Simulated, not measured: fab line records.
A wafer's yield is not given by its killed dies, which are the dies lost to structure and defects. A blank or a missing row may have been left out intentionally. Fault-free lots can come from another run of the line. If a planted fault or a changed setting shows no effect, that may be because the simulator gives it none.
fab line records ; flow n5-finfet
[record] lots = 7; wafers = 39
route steps=1938 shown BEOL_M9@1446 BEOL_M14@1753
start-h: hours from the record's opening day to when the first of the lot's shown wafers began ; wait-h: how many hours have passed since the lot's step before this one ; " same as the row above ; L1.1+2: several wafers, shown together as one row ; - no value, or no start was given ; * or withheld: withheld ; < > ~ a bound
route shown NAME@n: names a module that has steps shown in the file, with the first one's number in the route ; usual: mean and standard deviation over wafers with no fault ; same: alike in all rows ; chamber/n: place in a boat ; sites: readings site by site ; _std_site: how widely they spread, as a standard deviation ; _edge_site: mean of outer sites minus mean of inner sites ; radius-mm: how far each site lies from the wafer's centre ; mask NAME#n: copy n ; behind: the last tool/chamber to shape the wafer ; hold: cause of the lot's hold/its duration in hours/its outcome ; device: the n, p or np transistor that did not switch ; end of line: the same wafers' tests at the end of the route ; for a step that has no rows: nothing shown but its recipe ; killed: dies that structure and defects cost at the first sort, which is not the same as the wafer's yield ; map: a wafer's dies, x killed, . not, _ none there
set.NAME: the setting that was run; set.NAME@STEP: the one run at that earlier step ; model.NAME: the simulator's own value behind a step, which no gauge read
lots whose settings were changed on purpose; a table a step, a row a wafer
[[steps]]
[step N5_BEOL_M9_TRENCH_ETCH_37]
[recipe] chemistry = C4F6/O2; target-depth-a = 1514.3; target = SiCOH_lowk; time-s = 49; ion-energy-ev = 250; pressure-mtorr = 30; source-w = 345; bias-w = 185; Ar_flow_sccm = 300; C4F6_flow_sccm = 10; O2_flow_sccm = 10
lot.wafer;tool;chamber;start-h;wait-h;set.target-depth-a;model.BEOL_M9.feature-depth-nm;model.etch.depth-nm;model.TiN_of_BEOL_M9_HM_DEP_02.thk-nm
L079.1;rie-diel-02;2;-;-;1514.3;152.2;152.3;15.6
L079.2;rie-diel-02;1;-;-;1514.3;147;147.1;15.6
L079.3;rie-diel-02;0;-;-;1514.3;148.4;148.4;16
L079.4;rie-diel-02;3;-;-;1514.3;155;155.1;15.6
L079.5;rie-diel-02;2;-;-;1514.3;151.2;151.2;15.8
L079.6;rie-diel-02;1;-;-;1514.3;147.4;147.3;15.8
L078.1;rie-diel-02;0;-;-;1099;106.2;106.2;17
L078.2;rie-diel-02;2;-;-;1514.3;149.6;149.5;15.8
L078.3;rie-diel-02;1;-;-;1099;107;107;16.6
L078.4;rie-diel-02;3;-;-;1099;111;110.9;16.6
L078.5;rie-diel-02;0;-;-;1514.3;145;145;15.8
L078.6;rie-diel-02;3;-;-;1514.3;153.8;153.8;15.4
L086.1;rie-diel-04;1;-;-;1514.3;151.2;151.3;16
L086.2;rie-diel-04;3;-;-;1514.3;151.6;151.5;15.4
L086.3;rie-diel-04;0;-;-;1514.3;145.6;145.5;16
L086.4;rie-diel-04;2;-;-;1514.3;154.2;154.2;15.6
L086.5;rie-diel-04;1;-;-;1514.3;150;149.9;16
L086.6;rie-diel-04;2;-;-;1514.3;153.8;153.8;15.6
L087.1;rie-diel-05;1;-;-;1514.3;152;152;16
L087.2;rie-diel-05;0;-;-;1514.3;149.8;149.7;16
L087.3;rie-diel-05;3;-;-;1514.3;149.8;149.8;15.8
L087.4;rie-diel-05;1;-;-;1514.3;150.8;150.8;16
L087.5;rie-diel-05;0;-;-;1514.3;149.8;149.8;16
L087.6;rie-diel-05;3;-;-;1514.3;149.6;149.6;16.2
L090.1;rie-diel-04;2;-;-;1514.3;156;155.9;15.6
L090.2;rie-diel-04;0;-;-;1514.3;144.4;144.5;16.2
L090.4;rie-diel-04;1;-;-;1514.3;151.6;151.7;15.8
L093.1;rie-diel-04;3;-;-;2358;236.4;236.3;13.6
L093.2;rie-diel-04;1;-;-;1514.3;147.4;147.5;16.2
L093.3;rie-diel-04;0;-;-;2358;222.8;222.7;14.2
L093.4;rie-diel-04;2;-;-;1514.3;152.6;152.7;16
L093.5;rie-diel-04;0;-;-;2358;222;222;14
L093.6;rie-diel-04;3;-;-;1514.3;152;152;15.8
L094.1;rie-diel-04;3;-;-;1817;184.4;184.4;14.8
L094.2;rie-diel-04;0;-;-;1514.3;142.6;142.6;16.4
L094.3;rie-diel-04;2;-;-;1817;184;184;15
L094.4;rie-diel-04;1;-;-;1817;177.8;177.9;15.2
L094.5;rie-diel-04;2;-;-;1514.3;153.2;153.3;16.2
L094.6;rie-diel-04;3;-;-;1514.3;154.8;154.7;15.8
[step N5_BEOL_M9_ETCH_41]
[recipe] chemistry = CH3F/O2; target = SiCN; target-depth-a = 366; taper-deg = 2; time-s = 70.1; ion-energy-ev = 120; mask-material = TiN; pressure-mtorr = 30; source-w = 395; bias-w = 75; Ar_flow_sccm = 150; CH3F_flow_sccm = 30; O2_flow_sccm = 20
[step N5_BEOL_M9_STRIP_80]
[recipe] chemistry = N2/H2; time-s = 10; power-w = 450; temp-c = 40; pressure-mtorr = 20; rf-frequency-hz = 6e+07; bias-power-w = 7; n2-flow-sccm = 200; h2-flow-sccm = 200
[step N5_BEOL_M9_OCD_MEAS_38]
[usual] trench-depth-nm = 150/3.2
lot.wafer;tool;chamber;start-h;wait-h;set.target-depth-a@BEOL_M9_TRENCH_ETCH_37;trench-depth-nm
L079.1;ocd-01;-;253.41;-;1514.3;152
L079.2;ocd-01;-;253.41;-;1514.3;147
L079.3;ocd-01;-;253.41;-;1514.3;148
L079.4;ocd-01;-;253.41;-;1514.3;155
L079.5;ocd-01;-;253.41;-;1514.3;151
L079.6;ocd-01;-;253.41;-;1514.3;147
L078.1;ocd-02;-;291.86;-;1099;106
L078.2;ocd-02;-;291.86;-;1514.3;149
L078.3;ocd-02;-;291.86;-;1099;107
L078.4;ocd-02;-;291.86;-;1099;111
L078.5;ocd-02;-;291.86;-;1514.3;145
L078.6;ocd-02;-;291.86;-;1514.3;153
L086.1;ocd-01;-;299.72;-;1514.3;151
L086.2;ocd-01;-;299.72;-;1514.3;152
L086.3;ocd-01;-;299.72;-;1514.3;145
L086.4;ocd-01;-;299.72;-;1514.3;154
L086.5;ocd-01;-;299.72;-;1514.3;150
L086.6;ocd-01;-;299.72;-;1514.3;154
L087.1;ocd-01;-;325.82;-;1514.3;152
L087.2;ocd-01;-;325.82;-;1514.3;149
L087.3;ocd-01;-;325.82;-;1514.3;150
L087.4;ocd-01;-;325.82;-;1514.3;151
L087.5;ocd-01;-;325.82;-;1514.3;150
L087.6;ocd-01;-;325.82;-;1514.3;149
L090.1;ocd-02;-;326.29;-;1514.3;156
L090.2;ocd-02;-;326.29;-;1514.3;144
L090.4;ocd-02;-;326.29;-;1514.3;152
L093.1;ocd-01;-;347.33;-;2358;237
L093.2;ocd-01;-;347.33;-;1514.3;147
L093.3;ocd-01;-;347.33;-;2358;223
L093.4;ocd-01;-;347.33;-;1514.3;152
L093.5;ocd-01;-;347.33;-;2358;222
L093.6;ocd-01;-;347.33;-;1514.3;152
L094.1;ocd-01;-;349.87;-;1817;185
L094.2;ocd-01;-;349.87;-;1514.3;143
L094.3;ocd-01;-;349.87;-;1817;184
L094.4;ocd-01;-;349.87;-;1817;178
L094.5;ocd-01;-;349.87;-;1514.3;153
L094.6;ocd-01;-;349.87;-;1514.3;155
[step N5_BEOL_M9_HM_STRIP_39]
[recipe] chemistry = peroxide-tin-strip; material = TiN; target-depth-a = 250; temp-c = 50; time-s = 158
[step N5_BEOL_M9_SRD_40]
[recipe] time-s = 30; temp-c = 23; rinse-liquid = diw; dry = ipa-marangoni
[step N5_BEOL_M9_ECD_50]
[recipe] material = Cu; target-thk-a = 3180
[step N5_BEOL_M9_ANNEAL_51]
[recipe] temp-c = 225; time-s = 90; ambient = N2
[step N5_BEOL_M9_CMP_52]
[recipe] stop-on = SiCOH_lowk; t-overpolish-s = 7; down-force-psi = 1; platen-rpm = 50; clearing-platen-down-force-psi = 1.5; clearing-platen-rpm = 50; post-cmp-clean = cu-alkaline; target-thk-nm = 140; clearing-platen-pad-velocity-m-s = 0.99484; pad-velocity-m-s = 0.99484
lot.wafer;tool;chamber;start-h;wait-h;set.target-depth-a@BEOL_M9_TRENCH_ETCH_37;model.Cu_of_BEOL_M9_ECD_50.thk-nm
L079.3;cmp-02;0;258.79;0.2;1514.3;136
L079.2;cmp-02;1;258.79;0.2;1514.3;134
L079.4;cmp-02;2;258.79;0.2;1514.3;143
L079.1;cmp-02;3;258.79;0.2;1514.3;138.4
L079.6;cmp-02;0;258.79;0.2;1514.3;135.2
L079.5;cmp-02;1;258.79;0.2;1514.3;137.8
L078.1+3;cmp-02;3,1;293.90;0.3;1099;94.8
L078.4;cmp-02;0;293.90;0.3;1099;99.8
L078.2;cmp-02;2;293.90;0.3;1514.3;137.8
L078.6;cmp-02;3;293.90;0.3;1514.3;141.6
L078.5;cmp-02;0;293.90;0.3;1514.3;133
L086.4;cmp-02;2;302.61;0.1;1514.3;143.8
L086.2;cmp-02;3;302.61;0.1;1514.3;139.4
L086.1;cmp-02;0;302.61;0.1;1514.3;141
L086.3;cmp-02;1;302.61;0.1;1514.3;131.6
L086.5;cmp-02;2;302.61;0.1;1514.3;138.4
L086.6;cmp-02;3;302.61;0.1;1514.3;142.8
L087.2+6;cmp-03;2;327.81;0.2;1514.3;138.2
L087.3;cmp-03;3;327.81;0.2;1514.3;138.8
L087.4;cmp-03;0;327.81;0.2;1514.3;140.2
L087.1;cmp-03;1;327.81;0.2;1514.3;140.4
L087.5;cmp-03;3;327.81;0.2;1514.3;137.8
L090.1;cmp-04;1;328.58;0.3;1514.3;144.2
L090.2;cmp-04;2;328.58;0.3;1514.3;133.4
L090.4;cmp-04;0;328.58;0.3;1514.3;140
L093.4;cmp-02;0;349.92;0.1;1514.3;140.6
L093.1;cmp-02;1;349.92;0.1;2358;223.6
L093.2;cmp-02;2;349.92;0.1;1514.3;136
L093.3;cmp-02;3;349.92;0.1;2358;210.4
L093.5;cmp-02;0;349.92;0.1;2358;210.6
L093.6;cmp-02;1;349.92;0.1;1514.3;140.4
L094.1;cmp-02;3;351.57;0.3;1817;172
L094.4;cmp-02;0;351.57;0.3;1817;167
L094.3;cmp-02;1;351.57;0.3;1817;171.2
L094.2;cmp-02;2;351.57;0.3;1514.3;131.4
L094.6;cmp-02;3;351.57;0.3;1514.3;142.6
L094.5;cmp-02;0;351.57;0.3;1514.3;142
[step N5_BEOL_M9_THK_MEAS_53]
[recipe] thk-meas-gauge = xrf; reads = Cu_of_BEOL_M9_ECD_50
[usual] M9_THK = 138/3.6
lot.wafer;tool;chamber;start-h;wait-h;set.target-depth-a@BEOL_M9_TRENCH_ETCH_37;M9_THK[nm]
L079.1;film-metro-01;-;259.08;-;1514.3;136
L079.2;film-metro-01;-;259.08;-;1514.3;132
L079.3;film-metro-01;-;259.08;-;1514.3;134
L079.4;film-metro-01;-;259.08;-;1514.3;140
L079.5;film-metro-01;-;259.08;-;1514.3;135
L079.6;film-metro-01;-;259.08;-;1514.3;133
L078.1;film-metro-01;-;294.19;-;1099;94
L078.2;film-metro-01;-;294.19;-;1514.3;136
L078.3;film-metro-01;-;294.19;-;1099;94
L078.4;film-metro-01;-;294.19;-;1099;99
L078.5;film-metro-01;-;294.19;-;1514.3;131
L078.6;film-metro-01;-;294.19;-;1514.3;140
L086.1;film-metro-02;-;302.90;-;1514.3;139
L086.2;film-metro-02;-;302.90;-;1514.3;139
L086.3;film-metro-02;-;302.90;-;1514.3;131
L086.4;film-metro-02;-;302.90;-;1514.3;142
L086.5;film-metro-02;-;302.90;-;1514.3;138
L086.6;film-metro-02;-;302.90;-;1514.3;141
L087.1;film-metro-01;-;328.11;-;1514.3;140
L087.2;film-metro-01;-;328.11;-;1514.3;138
L087.3;film-metro-01;-;328.11;-;1514.3;138
L087.4;film-metro-01;-;328.11;-;1514.3;140
L087.5;film-metro-01;-;328.11;-;1514.3;138
L087.6;film-metro-01;-;328.11;-;1514.3;137
L090.1;film-metro-02;-;328.88;-;1514.3;144
L090.2;film-metro-02;-;328.88;-;1514.3;134
L090.4;film-metro-02;-;328.88;-;1514.3;141
L093.1;film-metro-02;-;350.22;-;2358;222
L093.2;film-metro-02;-;350.22;-;1514.3;134
L093.3;film-metro-02;-;350.22;-;2358;208
L093.4;film-metro-02;-;350.22;-;1514.3;139
L093.5;film-metro-02;-;350.22;-;2358;209
L093.6;film-metro-02;-;350.22;-;1514.3;139
L094.1;film-metro-01;-;351.86;-;1817;169
L094.2;film-metro-01;-;351.86;-;1514.3;129
L094.3;film-metro-01;-;351.86;-;1817;168
L094.4;film-metro-01;-;351.86;-;1817;164
L094.5;film-metro-01;-;351.86;-;1514.3;139
L094.6;film-metro-01;-;351.86;-;1514.3;140
[step N5_BEOL_M14_TRENCH_ETCH_34]
[recipe] chemistry = C4F8/O2/Ar; target = SiO2; target-depth-a = 5566.5; mask-material = SOC; he-inner-torr = 15; he-outer-torr = 30; time-s = 126.9; ion-energy-ev = 800; pressure-mtorr = 20; source-w = 1905; bias-w = 2040; Ar_flow_sccm = 400; C4F8_flow_sccm = 16; O2_flow_sccm = 12
lot.wafer;tool;chamber;start-h;wait-h;set.time-s;model.etch.depth-nm
L079.1;rie-diel-06;3;288.80;0.0;77.55;348.6
L079.2;rie-diel-06;0;288.80;0.0;126.9;561.7
L079.3;rie-diel-06;2;288.80;0.0;77.55;348.5
L079.4;rie-diel-06;3;288.80;0.0;126.9;575.9
L079.5;rie-diel-06;0;288.80;0.0;126.9;559.2
L079.6;rie-diel-06;2;288.80;0.0;77.55;348.1
L078.1;rie-diel-06;1;326.32;0.0;198.5;888.1
L078.2;rie-diel-06;2;326.32;0.0;126.9;564.5
L078.3;rie-diel-06;0;326.32;0.0;126.9;557.7
L078.4;rie-diel-06;3;326.32;0.0;198.5;879.1
L078.5;rie-diel-06;1;326.32;0.0;126.9;564.7
L078.6;rie-diel-06;0;326.32;0.0;198.5;873.5
L086.1;rie-diel-03;2;340.75;0.0;126.9;543.8
L086.2;rie-diel-03;0;340.75;0.0;126.9;547.1
L086.3;rie-diel-03;3;340.75;0.0;126.9;559.5
L086.4;rie-diel-03;1;340.75;0.0;126.9;562.5
L086.5;rie-diel-03;1;340.75;0.0;126.9;564.2
L086.6;rie-diel-03;0;340.75;0.0;126.9;549.2
L087.1;rie-diel-06;0;362.94;0.0;65.83;291
L087.2;rie-diel-06;2;362.94;0.0;126.9;563
L087.3;rie-diel-06;1;362.94;0.0;126.9;566.1
L087.4;rie-diel-06;3;362.94;0.0;65.83;289.4
L087.5;rie-diel-06;3;362.94;0.0;65.83;292.7
L087.6;rie-diel-06;2;362.94;0.0;126.9;561.8
L090.1;rie-diel-06;0;365.14;0.0;126.9;562.2
L090.2;rie-diel-06;3;365.14;0.0;126.9;571.8
L090.4;rie-diel-06;2;365.14;0.0;126.9;570
L094.1;rie-diel-03;2;382.65;0.0;80.76;347
L094.2;rie-diel-03;0;382.65;0.0;126.9;552.7
L094.3;rie-diel-03;3;382.65;0.0;80.76;350.9
L094.4;rie-diel-03;1;382.65;0.0;126.9;567.1
L094.5;rie-diel-03;3;382.65;0.0;126.9;551.1
L094.6;rie-diel-03;2;382.65;0.0;80.76;345.7
L093.1;rie-diel-06;3;384.40;0.0;126.9;563.9
L093.2;rie-diel-06;2;384.40;0.0;126.9;566.3
L093.3;rie-diel-06;1;384.40;0.0;58.17;260.2
L093.4;rie-diel-06;0;384.40;0.0;126.9;560.9
L093.5;rie-diel-06;0;384.40;0.0;58.17;255.9
L093.6;rie-diel-06;3;384.40;0.0;58.17;259.5
[step N5_BEOL_M14_STRIP_70]
[recipe] chemistry = C4F8/O2/Ar; resist = SiARC; rf-frequency-hz = 6e+07
[step N5_BEOL_M14_OCD_MEAS_35]
[usual] trench-depth-nm = 557/12
lot.wafer;tool;chamber;start-h;wait-h;set.time-s@BEOL_M14_TRENCH_ETCH_34;trench-depth-nm
L079.1;ocd-01;-;288.95;0.0;77.55;349
L079.2;ocd-01;-;288.95;0.0;126.9;562
L079.3;ocd-01;-;288.95;0.0;77.55;349
L079.4;ocd-01;-;288.95;0.0;126.9;576
L079.5;ocd-01;-;288.95;0.0;126.9;559
L079.6;ocd-01;-;288.95;0.0;77.55;349
L078.1;ocd-01;-;326.47;0.0;198.5;888
L078.2;ocd-01;-;326.47;0.0;126.9;564
L078.3;ocd-01;-;326.47;0.0;126.9;558
L078.4;ocd-01;-;326.47;0.0;198.5;879
L078.5;ocd-01;-;326.47;0.0;126.9;566
L078.6;ocd-01;-;326.47;0.0;198.5;874
L086.1;ocd-01;-;340.90;0.0;126.9;544
L086.2;ocd-01;-;340.90;0.0;126.9;547
L086.3;ocd-01;-;340.90;0.0;126.9;560
L086.4;ocd-01;-;340.90;0.0;126.9;562
L086.5;ocd-01;-;340.90;0.0;126.9;564
L086.6;ocd-01;-;340.90;0.0;126.9;549
L087.1;ocd-01;-;363.10;0.0;65.83;291
L087.2;ocd-01;-;363.10;0.0;126.9;563
L087.3;ocd-01;-;363.10;0.0;126.9;566
L087.4;ocd-01;-;363.10;0.0;65.83;290
L087.5;ocd-01;-;363.10;0.0;65.83;292
L087.6;ocd-01;-;363.10;0.0;126.9;562
L090.1;ocd-02;-;365.29;0.0;126.9;561
L090.2;ocd-02;-;365.29;0.0;126.9;572
L090.4;ocd-02;-;365.29;0.0;126.9;570
L094.1;ocd-02;-;382.81;0.0;80.76;347
L094.2;ocd-02;-;382.81;0.0;126.9;553
L094.3;ocd-02;-;382.81;0.0;80.76;351
L094.4;ocd-02;-;382.81;0.0;126.9;568
L094.5;ocd-02;-;382.81;0.0;126.9;551
L094.6;ocd-02;-;382.81;0.0;80.76;346
L093.1;ocd-01;-;384.55;0.0;126.9;564
L093.2;ocd-01;-;384.55;0.0;126.9;566
L093.3;ocd-01;-;384.55;0.0;58.17;260
L093.4;ocd-01;-;384.55;0.0;126.9;561
L093.5;ocd-01;-;384.55;0.0;58.17;255
L093.6;ocd-01;-;384.55;0.0;58.17;260
[step N5_BEOL_M14_STRIP_37]
[recipe] chemistry = O2; power-w = 600; temp-c = 60; pressure-mtorr = 30; rf-frequency-hz = 6e+07; bias-power-w = 0; overash-fraction = 0.3; o2-flow-sccm = 225
[step N5_BEOL_M14_ETCH_38]
[recipe] chemistry = CF4/N2; target = SiCN; target-depth-a = 1065; taper-deg = 2; time-s = 120.6; ion-energy-ev = 150; mask-material = SiO2; pressure-mtorr = 40; source-w = 430; bias-w = 70; Ar_flow_sccm = 100; cf4-flow-sccm = 60; n2-flow-sccm = 60
[step N5_BEOL_M14_ECD_47]
[recipe] material = Cu; target-thk-a = 12480
[step N5_BEOL_M14_ANNEAL_48]
[recipe] temp-c = 225; time-s = 90; ambient = N2
[step N5_BEOL_M14_CMP_49]
[recipe] stop-on = SiO2; t-overpolish-s = 5.2; down-force-psi = 2; platen-rpm = 80; clearing-platen-down-force-psi = 2; clearing-platen-rpm = 80; post-cmp-clean = cu-alkaline; target-thk-nm = 560; clearing-platen-pad-velocity-m-s = 1.5917; pad-velocity-m-s = 1.5917
lot.wafer;tool;chamber;start-h;wait-h;set.time-s@BEOL_M14_TRENCH_ETCH_34;model.Cu_of_BEOL_M14_ECD_47.thk-nm
L079.4;cmp-01;2;297.32;0.1;126.9;578.8
L079.3;cmp-01;3;297.32;0.1;77.55;348.4
L079.2;cmp-01;0;297.32;0.1;126.9;564.2
L079.1+6;cmp-01;1,3;297.32;0.1;77.55;349.8
L079.5;cmp-01;2;297.32;0.1;126.9;560.6
L078.1;cmp-01;2;327.78;0.3;198.5;892
L078.2;cmp-01;3;327.78;0.3;126.9;567
L078.4;cmp-01;0;327.78;0.3;198.5;882.8
L078.3;cmp-01;1;327.78;0.3;126.9;561.4
L078.5;cmp-01;2;327.78;0.3;126.9;567.6
L078.6;cmp-01;3;327.78;0.3;198.5;875.4
L086.1;cmp-01;3;343.82;0.3;126.9;545.8
L086.2;cmp-01;0;343.82;0.3;126.9;550.6
L086.3;cmp-01;1;343.82;0.3;126.9;562.2
L086.4;cmp-01;2;343.82;0.3;126.9;565.2
L086.5;cmp-01;3;343.82;0.3;126.9;565.4
L086.6;cmp-01;0;343.82;0.3;126.9;552.6
L087.1;cmp-02;2;367.31;0.3;65.83;294.8
L087.2;cmp-02;3;367.31;0.3;126.9;565.6
L087.3;cmp-02;0;367.31;0.3;126.9;569.2
L087.4;cmp-02;1;367.31;0.3;65.83;291.6
L087.6;cmp-02;2;367.31;0.3;126.9;565.2
L087.5;cmp-02;3;367.31;0.3;65.83;294.2
L090.2;cmp-01;0;374.79;0.2;126.9;575.6
L090.1;cmp-01;2;374.79;0.2;126.9;565.6
L090.4;cmp-01;3;374.79;0.2;126.9;572.8
L094.2;cmp-01;2;384.97;0.2;126.9;557.6
L094.1;cmp-01;3;384.97;0.2;80.76;349.8
L094.4;cmp-01;0;384.97;0.2;126.9;570
L094.3;cmp-01;1;384.97;0.2;80.76;356
L094.6;cmp-01;2;384.97;0.2;80.76;350.6
L094.5;cmp-01;3;384.97;0.2;126.9;554.8
L093.2;cmp-02;1;387.31;0.2;126.9;569
L093.1;cmp-02;2;387.31;0.2;126.9;567.8
L093.4;cmp-02;3;387.31;0.2;126.9;563.6
L093.3;cmp-02;0;387.31;0.2;58.17;264
L093.5;cmp-02;1;387.31;0.2;58.17;258.8
L093.6;cmp-02;2;387.31;0.2;58.17;263.2
[step N5_BEOL_M14_THK_MEAS_50]
[recipe] thk-meas-gauge = xrf; reads = Cu_of_BEOL_M14_ECD_47
[usual] M14_THK = 555/12
lot.wafer;tool;chamber;start-h;wait-h;set.time-s@BEOL_M14_TRENCH_ETCH_34;M14_THK[nm]
L079.1;film-metro-02;-;297.61;-;77.55;346
L079.2;film-metro-02;-;297.61;-;126.9;558
L079.3;film-metro-02;-;297.61;-;77.55;346
L079.4;film-metro-02;-;297.61;-;126.9;575
L079.5;film-metro-02;-;297.61;-;126.9;557
L079.6;film-metro-02;-;297.61;-;77.55;345
L078.1;film-metro-01;-;328.08;-;198.5;878
L078.2;film-metro-01;-;328.08;-;126.9;563
L078.3;film-metro-01;-;328.08;-;126.9;558
L078.4;film-metro-01;-;328.08;-;198.5;871
L078.5;film-metro-01;-;328.08;-;126.9;560
L078.6;film-metro-01;-;328.08;-;198.5;864
L086.1;film-metro-01;-;344.11;-;126.9;534
L086.2;film-metro-01;-;344.11;-;126.9;536
L086.3;film-metro-01;-;344.11;-;126.9;550
L086.4;film-metro-01;-;344.11;-;126.9;548
L086.5;film-metro-01;-;344.11;-;126.9;550
L086.6;film-metro-01;-;344.11;-;126.9;537
L087.1;film-metro-02;-;367.60;-;65.83;293
L087.2;film-metro-02;-;367.60;-;126.9;562
L087.3;film-metro-02;-;367.60;-;126.9;567
L087.4;film-metro-02;-;367.60;-;65.83;289
L087.5;film-metro-02;-;367.60;-;65.83;294
L087.6;film-metro-02;-;367.60;-;126.9;563
L090.1;film-metro-01;-;375.09;-;126.9;554
L090.2;film-metro-01;-;375.09;-;126.9;563
L090.4;film-metro-01;-;375.09;-;126.9;561
L094.1;film-metro-02;-;385.26;-;80.76;348
L094.2;film-metro-02;-;385.26;-;126.9;552
L094.3;film-metro-02;-;385.26;-;80.76;353
L094.4;film-metro-02;-;385.26;-;126.9;566
L094.5;film-metro-02;-;385.26;-;126.9;551
L094.6;film-metro-02;-;385.26;-;80.76;348
L093.1;film-metro-02;-;387.60;-;126.9;562
L093.2;film-metro-02;-;387.60;-;126.9;567
L093.3;film-metro-02;-;387.60;-;58.17;263
L093.4;film-metro-02;-;387.60;-;126.9;559
L093.5;film-metro-02;-;387.60;-;58.17;258
L093.6;film-metro-02;-;387.60;-;58.17;262
[step N5_BEOL_M14_PRE_CLEAN_52]
[recipe] gas = NH3; time-s = 15; temp-c = withheld; rf-power-w = 300
[step N5_BEOL_M14_DEP_53]
[recipe] material = SiCN; target-thk-a = 500; temp-c = withheld; precursor = 3MS/NH3; pressure-torr = 3; rf-w = 675; time-s = 17.8
[step N5_BEOL_M14_RS_MEAS_54]
[recipe] thk-meas-gauge = four-point-probe; reads = Cu_of_BEOL_M14_ECD_47+Ta_of_BEOL_M14_SPUTTER_44+TaN_of_BEOL_M14_SPUTTER_43
[usual] M14_RS = 0.0331/0.00073
lot.wafer;tool;chamber;start-h;wait-h;set.time-s@BEOL_M14_TRENCH_ETCH_34;M14_RS[ohm/sq]
L079.1;film-metro-02;-;297.77;0.1;77.55;0.0539
L079.2;film-metro-02;-;297.77;0.1;126.9;0.0329
L079.3;film-metro-02;-;297.77;0.1;77.55;0.0541
L079.4;film-metro-02;-;297.77;0.1;126.9;0.0320
L079.5;film-metro-02;-;297.77;0.1;126.9;0.0331
L079.6;film-metro-02;-;297.77;0.1;77.55;0.0539
L078.1;film-metro-02;-;328.21;0.0;198.5;0.0206
L078.2;film-metro-02;-;328.21;0.0;126.9;0.0328
L078.3;film-metro-02;-;328.21;0.0;126.9;0.0331
L078.4;film-metro-02;-;328.21;0.0;198.5;0.0208
L078.5;film-metro-02;-;328.21;0.0;126.9;0.0327
L078.6;film-metro-02;-;328.21;0.0;198.5;0.0211
L086.1;film-metro-01;-;344.24;0.0;126.9;0.0340
L086.2;film-metro-01;-;344.24;0.0;126.9;0.0337
L086.3;film-metro-01;-;344.24;0.0;126.9;0.0330
L086.4;film-metro-01;-;344.24;0.0;126.9;0.0327
L086.5;film-metro-01;-;344.24;0.0;126.9;0.0328
L086.6;film-metro-01;-;344.24;0.0;126.9;0.0336
L087.1;film-metro-02;-;367.73;0.0;65.83;0.0645
L087.2;film-metro-02;-;367.73;0.0;126.9;0.0328
L087.3;film-metro-02;-;367.73;0.0;126.9;0.0326
L087.4;film-metro-02;-;367.73;0.0;65.83;0.0651
L087.5;film-metro-02;-;367.73;0.0;65.83;0.0646
L087.6;film-metro-02;-;367.73;0.0;126.9;0.0328
L090.1;film-metro-01;-;375.22;0.0;126.9;0.0327
L090.2;film-metro-01;-;375.22;0.0;126.9;0.0322
L090.4;film-metro-01;-;375.22;0.0;126.9;0.0324
L094.1;film-metro-02;-;385.39;0.0;80.76;0.0538
L094.2;film-metro-02;-;385.39;0.0;126.9;0.0333
L094.3;film-metro-02;-;385.39;0.0;80.76;0.0528
L094.4;film-metro-02;-;385.39;0.0;126.9;0.0326
L094.5;film-metro-02;-;385.39;0.0;126.9;0.0334
L094.6;film-metro-02;-;385.39;0.0;80.76;0.0537
L093.1;film-metro-01;-;387.73;0.0;126.9;0.0327
L093.2;film-metro-01;-;387.73;0.0;126.9;0.0326
L093.3;film-metro-01;-;387.73;0.0;58.17;0.0724
L093.4;film-metro-01;-;387.73;0.0;126.9;0.0329
L093.5;film-metro-01;-;387.73;0.0;58.17;0.0739
L093.6;film-metro-01;-;387.73;0.0;58.17;0.0726
[[key]]
[split] step = N5_BEOL_M9_TRENCH_ETCH_37; setting = target-depth-a; stated = 1514.3; by = wafer
[response] step = N5_BEOL_M9_TRENCH_ETCH_37; reading = model.BEOL_M9.feature-depth-nm; change = +1.42; per = 1%; r = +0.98
[response] step = N5_BEOL_M9_TRENCH_ETCH_37; reading = model.etch.depth-nm; change = +1.42; per = 1%; r = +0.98
[response] step = N5_BEOL_M9_TRENCH_ETCH_37; reading = model.TiN_of_BEOL_M9_HM_DEP_02.thk-nm; change = -0.0393; per = 1%; r = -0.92
[response] step = N5_BEOL_M9_OCD_MEAS_38; reading = trench-depth-nm; change = +1.42; per = 1%; r = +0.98
[response] step = N5_BEOL_M9_CMP_52; reading = model.Cu_of_BEOL_M9_ECD_50.thk-nm; change = +1.4; per = 1%; r = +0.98
[response] step = N5_BEOL_M9_THK_MEAS_53; reading = M9_THK; change = +1.39; per = 1%; r = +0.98
[split] step = N5_BEOL_M14_TRENCH_ETCH_34; setting = time-s; stated = 126.9; by = wafer
[response] step = N5_BEOL_M14_TRENCH_ETCH_34; reading = model.etch.depth-nm; change = +5.65; per = 1%; r = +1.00
[response] step = N5_BEOL_M14_OCD_MEAS_35; reading = trench-depth-nm; change = +5.65; per = 1%; r = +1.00
[response] step = N5_BEOL_M14_CMP_49; reading = model.Cu_of_BEOL_M14_ECD_47.thk-nm; change = +5.65; per = 1%; r = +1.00
[response] step = N5_BEOL_M14_THK_MEAS_50; reading = M14_THK; change = +5.59; per = 1%; r = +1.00
[response] step = N5_BEOL_M14_RS_MEAS_54; reading = M14_RS; shape = bent; at-lowest = 0.0730; at-stated = 0.0329; at-highest = 0.0208
